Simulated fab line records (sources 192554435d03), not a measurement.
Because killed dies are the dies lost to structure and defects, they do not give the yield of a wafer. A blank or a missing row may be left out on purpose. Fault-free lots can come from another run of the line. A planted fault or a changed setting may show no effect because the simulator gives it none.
Problem report in the 8D (eight disciplines) form, filled by code ; flow n5Finfet ; the parts of the form that need people (team, actions taken, sign-off) are left out

== 1. PROBLEM STATEMENT ==
Wafers without a fault read 164.7 s, standard deviation 2.8; runLengthS at N5_BEOL_M9_HM_STRIP_39 reads a mean of 187.6 s on 6 wafers belonging to 2 lots. Measured from the usual mean, that is +8.2 standard deviations.
The step: strips TiN in peroxide tin strip, target depth 25 nm, time 158 s.
First seen on wafer L212.2, day 12 15:53, on wetBench-04. The record has a number at this step for 30 wafers belonging to 12 lots. Rule for "out" (also "out of limits"): further than 4 standard deviations from the usual mean. The other wafers with a number count as sound.

== 2. WHAT THIS IS AND IS NOT ==
question;is;is not
which readings at this step;runLengthS;bathGuardTempC
which lots;L212, L216;L202, L203, L204, L205, L209, L211, L222, L223, L224, L225
which wafers of those lots;all that have a number;-
read on which tools;wetBench-04;wetBench-02, wetBench-05
when;from day 12 15:53;"up to then (15 sound wafers); but 9 sound wafers of L222, L223, L224, L225 came after"

== 3. SUSPECTS, AND WHAT RULES EACH OUT ==
Counting: a tool at any process step up to the reading remains a suspect when it ran all the lots that are out and ran no sound lot after the first of those.
- rieDiel-01 at N5_BEOL_M9_ETCH_76 (etches underlayer in N2/H2, target depth 6.5 nm, time 5.2 s): ruled out as a lasting fault. Sound lots L222, L224 ran on it after its first lot that is out, L212 (day 12 15:25).
- rieDiel-01 at N5_BEOL_M9_ETCH_66 (etches SOC in N2/H2, target depth 80 nm, overetch 16 nm, time 120 s): ruled out as a lasting fault. Sound lots L222, L224 ran on it after its first lot that is out, L212 (day 12 15:28).
- wetBench-04 at N5_BEOL_M9_HM_STRIP_39 (strips TiN in peroxide tin strip, target depth 25 nm, time 158 s): kept. It ran every lot that is out, first L212 (day 12 15:53), and no sound lot after that; its last sound lot up to then is L211 (day 12 15:27). On those wafers its own readings are out: runLengthS.
The count leaves wetBench-04 at N5_BEOL_M9_HM_STRIP_39.

== 4. THE CAUSE (what the simulator had put in) ==
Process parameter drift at N5_BEOL_M9_HM_STRIP_39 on wetBench-04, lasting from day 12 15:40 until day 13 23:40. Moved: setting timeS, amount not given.
Only this tool survived the counting.

== 5. THE EFFECT CHAIN, in route order ==
Each row: a reading where the mean over the struck wafers with a number is more than 3 standard deviations away from the usual. Only readings whose record carries a usual standard deviation are examined. hours: median over the lots of the time between each lot's start at the first step of this table that gives one and its start at this step. sigmas: the change, counted in usual standard deviations.
hours;step;reading;usual;on struck wafers;change;sigmas
0;N5_BEOL_M9_HM_STRIP_39;runLengthS;164.7 s;187.6;+22.9;+8.2
Its process steps:
- N5_BEOL_M9_HM_STRIP_39: strips TiN in peroxide tin strip, target depth 25 nm, time 158 s.
Later steps that measure or inspect, where all struck wafers having a row at the step show a number for every such reading and not one has moved that far: N5_BEOL_M9_CD_MEAS_35.

== 6. WHAT WOULD HAVE CAUGHT IT SOONER ==
In this record no reading fell out of limits until day 12 15:53, 0 hours after the fault had begun at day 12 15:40.
